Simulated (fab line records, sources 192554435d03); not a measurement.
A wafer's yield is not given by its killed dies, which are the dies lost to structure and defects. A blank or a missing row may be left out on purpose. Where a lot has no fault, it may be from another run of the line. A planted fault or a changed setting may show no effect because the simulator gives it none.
Matching of chambers + flow n5_finfet + rie_diel-01 running N5_BEOL_M1_ETCH_64: 4 sister chambers
The step etches SOC in N2/H2, target depth 75 nm, overetch 15 nm, time 112.5 s. 4 wafers are shown with their chamber, then 7 later ones without.

## WAFERS, EACH WITH ITS CHAMBER
| wafer  | chamber | drypump_motor_current_A (A) |
|--------|---------|-----------------------------|
| L086.3 | 2       | 5.7                         |
| L086.4 | 0       | 6.5                         |
| L088.1 | 3       | 5.4                         |
| L088.4 | 1       | 5.8                         |

## WAFERS WHOSE CHAMBER IS MISSING
| wafer  | drypump_motor_current_A (A) |
|--------|-----------------------------|
| L088.6 | 6.4                         |
| L095.2 | 5.4                         |
| L095.3 | 6.5                         |
| L095.4 | 5.7                         |
| L092.4 | 5.8                         |
| L092.5 | 6.5                         |
| L092.6 | 5.8                         |

## CHAMBER TAKEN BY EACH
| wafer  | from the rows above | in truth                   |
|--------|---------------------|----------------------------|
| L088.6 | 0                   | 0                          |
| L095.2 | 3                   | 3                          |
| L095.3 | 0                   | 0                          |
| L095.4 | 2                   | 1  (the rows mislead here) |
| L092.4 | 1                   | 1                          |
| L092.5 | 0                   | 0                          |
| L092.6 | 1                   | 1                          |
6 of 7 placed correctly. Number that these rows cannot place: 0. 1 placed wrongly.
How it was worked out, from the rows above alone: a wafer's distance from a chamber is the root of the sum, over the readings, of the square of ((its reading less the chamber's mean) divided by the reading's scatter). The wafer belongs to the nearest chamber; if the next one is less than 2 further off, it can't be placed. The mean given for a chamber averages the wafers shown for that chamber. The scatter: root of mean squared gap, hidden wafer to nearest shown wafer, with one shown wafer a chamber.
